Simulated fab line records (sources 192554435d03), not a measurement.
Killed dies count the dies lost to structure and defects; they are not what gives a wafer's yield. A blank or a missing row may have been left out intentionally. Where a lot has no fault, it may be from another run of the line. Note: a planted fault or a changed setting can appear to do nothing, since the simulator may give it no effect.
Struck lot and sound lot, side by side ; flow n5-finfet ; 23 steps out of a route of 1938
Sound: wafers L429.2, L429.4, L429.6. Struck: wafers L431.2, L431.3 (left out: L431.6, a lot-mate that was not struck); the cause follows at the end.
Order at every step that has rows: each side's tool, ch and its chambers, its first start. Under that, the readings that differ: sound wafers ; struck wafers ; difference of the means ; sigmas: that difference in standard deviations of wafers without a fault.
alike: a reading whose means differ by less than 2 such deviations, as well as words and numbers matching on both sides. not compared: withheld readings; readings where some wafer has no value; bounds like >300 that might hide an equal value; numbers whose values overlap and for which the record gives no deviation.
The two part at a step that has a row with sigmas, a row that says differs or no value, or rows on one side only. When numbers do not overlap yet have no deviation, they are printed without sigmas and do not part them. A reading that every wafer of one side lacks parts them only if that side has two wafers or more.

first, 9 steps without rows for these wafers: N5_BEOL_M7_SOFTBAKE_06 (time 60 s); N5_BEOL_M7_EXPOSE_08 (exposes mask M7); N5_BEOL_M7_PEB_09 (peb time 60 s); N5_BEOL_M7_DEVELOP_10 (develop time 30 s); N5_BEOL_M7_DESCUM_16 (chemistry O2, time 7.9 s); N5_BEOL_M7_ETCH_61 (etches SiARC in CF4, target depth 45.5 nm, time 75.8 s); N5_BEOL_M7_ETCH_62 (etches SOC in N2/H2, target depth 110 nm, overetch 22 nm, time 165 s); N5_BEOL_M7_STRIP_68 (strips in N2/H2); N5_BEOL_M7_STRIP_67 (strips in CF4).
N5_BEOL_M7_HM_OPEN_17: chemistry Cl2/BCl3, target TiN, target depth 20 nm, overetch 6 nm.
  sound on rie-metal-02 ch 0,1, day 11 02:00; struck on rie-metal-02 ch 0, day 11 13:50
  alike: bcl3-flow-sccm, drypump-motor-current-A, mfc-ar-sccm, oes-product-au, throttle-valve-pct
  not compared: rf-hours-counter-h
then, 10 steps without rows for these wafers: N5_BEOL_M7_STRIP_19 (strips in O2); N5_BEOL_M7_COAT_63 (time 60 s, resist thk 60 nm); N5_BEOL_M7_COAT_64 (time 60 s, resist thk 12 nm); N5_BEOL_M7_COAT_71 (time 60 s, resist thk 5 nm); N5_BEOL_M7_COAT_22 (resist thk 30 nm); N5_BEOL_M7_EBR_24; N5_BEOL_M7_SOFTBAKE_23 (time 60 s); N5_BEOL_M7_EXPOSE_25 (exposes mask V6, target cd 40 nm); N5_BEOL_M7_PEB_26 (peb time 60 s); N5_BEOL_M7_DEVELOP_27 (develop time 30 s).
N5_BEOL_M7_INSPECT_30: inspects for defects (brightfield).
  sound on defect-inspect-01 at day 11 04:28; struck on defect-inspect-02 at day 11 17:17
reading;sound;struck;difference;sigmas
raw-defect-count;329 313 482;1934 2073;+1629;+17
then, 1 step without rows for these wafers: N5_BEOL_M7_DESCUM_33 (chemistry O2, time 7 s).
-- the record jumps here: 3 days lie between the struck wafers' starts before and after (it left off in module BEOL_M7 and takes up again in module PASSIVATION, whose first step shown is number 1936 of the route) --
N5_PASSIVATION_PROBE_49:
  sound on prober-01 at day 14 13:41; struck on prober-01 at day 15 01:25
reading;sound;struck;difference;sigmas
defect-limited-yield (%);92.1 91.7 93.3;77.5 75.8;-15.7;-10
killed_at_M4_up;19 14 16;170 169;+153;+33
killed-dies;93 98 79;266 286;+186;+10
sort_bin_5_function (%);4.7 5.0 4.2;13.9 13.7;+9.2;+10
sort_bin_6_memory (%);3.1 3.0 2.5;4.2 6.2;+2.3;+3
sort-n-pass;1087 1082 1101;914 894;-186;-9
sort-yield-pct (%);92.1 91.7 93.3;77.5 75.8;-15.7;-9
  alike: killed_at_M0_to_M3, killed-at-contacts, killed-at-front-end, killed-at-other, killed-open, killed-short

== WHERE THEY PART ==
Last at N5_PASSIVATION_PROBE_49 as far as this record goes, first at N5_BEOL_M7_INSPECT_30.

WHY: what the simulator had put in
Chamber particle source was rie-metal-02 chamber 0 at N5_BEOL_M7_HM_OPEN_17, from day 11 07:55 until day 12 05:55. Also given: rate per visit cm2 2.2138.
